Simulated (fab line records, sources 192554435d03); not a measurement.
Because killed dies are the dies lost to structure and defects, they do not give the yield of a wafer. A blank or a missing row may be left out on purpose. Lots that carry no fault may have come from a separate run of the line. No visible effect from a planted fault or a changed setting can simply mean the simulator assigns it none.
Matching of chambers -- flow n5-finfet -- 4 sister chambers for N5_BEOL_M6_STRIP_67 on rie-diel-02
The step strips in CF4. 8 wafers are shown with their chamber, then 10 later ones without.

== EACH WAFER AND ITS CHAMBER ==
wafer,chamber,drypump-motor-current-A (A),showerhead-plenum-p-Torr (Torr)
L087.3,1,5.2,1.77
L087.4,2,5.8,1.88
L087.6,3,4.9,1.81
L091.4,2,5.8,1.88
L091.5,1,5.2,1.76
L091.6,0,6.1,1.72
L095.4,0,6.1,1.72
L095.5,3,4.8,1.80

== WAFERS WITH NO CHAMBER GIVEN ==
wafer,drypump-motor-current-A (A),showerhead-plenum-p-Torr (Torr)
L095.6,5.8,1.88
L094.1,5.2,1.76
L094.3,5.8,1.88
L094.5,6.1,1.72
L097.2,4.9,1.80
L097.3,6.1,1.72
L097.5,5.2,1.76
L096.3,4.9,1.80
L096.5,6.1,1.72
L096.6,5.2,1.76

== WHICH CHAMBER EACH WENT THROUGH ==
wafer,from the rows above,in truth
L095.6,2,2
L094.1,1,1
L094.3,2,2
L094.5,0,0
L097.2,3,3
L097.3,0,0
L097.5,1,1
L096.3,3,3
L096.5,0,0
L096.6,1,1
10 of 10 placed correctly. Can't be placed from these rows: 0. 0 placed wrongly.
How it was worked out, from the rows above alone: a wafer's distance from a chamber is the root of the sum, over the readings, of the square of ((its reading less the chamber's mean) divided by the reading's scatter). If the next closest chamber is less than 2 further off than the closest, the wafer can't be placed; otherwise it belongs to the closest. A chamber's mean is the mean of its shown wafers. The scatter: the root of (the sum of the squares of (reading less its chamber's mean) over the shown wafers, divided by (wafers less chambers)).
